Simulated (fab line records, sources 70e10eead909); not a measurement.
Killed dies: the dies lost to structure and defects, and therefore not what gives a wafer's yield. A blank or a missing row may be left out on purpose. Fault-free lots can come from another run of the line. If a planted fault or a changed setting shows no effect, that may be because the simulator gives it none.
Chamber matching	flow nand_harc	NHARC_P_GATE_STRIP_101 on rie_diel-09: 4 sister chambers
The step strips in O2, time 20 s. 14 wafers are shown with their chamber, then 7 later ones without.

## WAFERS PAIRED WITH THEIR CHAMBERS
wafer	chamber	drypump_motor_current_A (A)	showerhead_plenum_p_Torr (Torr)	rf_vpp_V (V)
L075.3	1	5.8	3.67	57.6
L075.4	2	5.8	3.63	57.9
L075.6	3	4.7	3.60	57.0
L078.2	0	5.7	3.72	59.4
L078.4	1	5.8	3.66	57.2
L078.6	0	5.7	3.72	58.2
L082.1	3	4.7	3.60	58.6
L082.2	0	5.7	3.72	58.9
L082.3	1	5.8	3.66	57.2
L088.1	2	5.8	3.61	56.5
L088.5	0	5.7	3.71	59.2
L088.6	3	4.8	3.59	58.0
L085.4	2	5.7	3.61	57.4
L085.5	3	4.8	3.59	57.4

SIGNATURES (averages over the wafers above)
reading	chamber 0	chamber 1	chamber 2	chamber 3	scatter within a chamber
drypump_motor_current_A	5.700	5.800	5.767	4.750	0.0408
showerhead_plenum_p_Torr	3.7175	3.6633	3.6167	3.5950	0.00713
rf_vpp_V	58.925	57.333	57.267	57.750	0.584
Rule: for a wafer and a chamber, the distance is found by dividing, reading by reading, the gap between the wafer's reading and the chamber's mean by the reading's scatter, squaring, summing and taking the root. The wafer belongs to the nearest chamber; if the next one is less than 2 further off, it can't be placed. How the scatter is found: for the shown wafers, subtract from each reading the mean of its chamber, square and add these, divide the total by (wafers less chambers), then take the root.

## WAFERS WITHOUT THEIR CHAMBER
wafer	drypump_motor_current_A (A)	showerhead_plenum_p_Torr (Torr)	rf_vpp_V (V)
L085.6	5.7	3.71	57.6
L087.3	5.7	3.61	56.7
L087.4	5.7	3.70	59.3
L087.5	5.7	3.61	58.7
L097.2	4.8	3.58	57.5
L097.3	5.7	3.69	57.2
L097.6	5.7	3.69	56.2

## WHICH CHAMBER EACH WENT THROUGH
wafer	from the rows above	in truth
L085.6	0	0
L087.3	2	2
L087.4	0	0
L087.5	2	2
L097.2	3	3
L097.3	can't be placed: 1 or 0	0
L097.6	can't be placed: 1 or 0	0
5 of 7 placed correctly. Can't be placed from these rows: 2 (the true chamber is among the candidates in 2). Placed wrongly: 0.
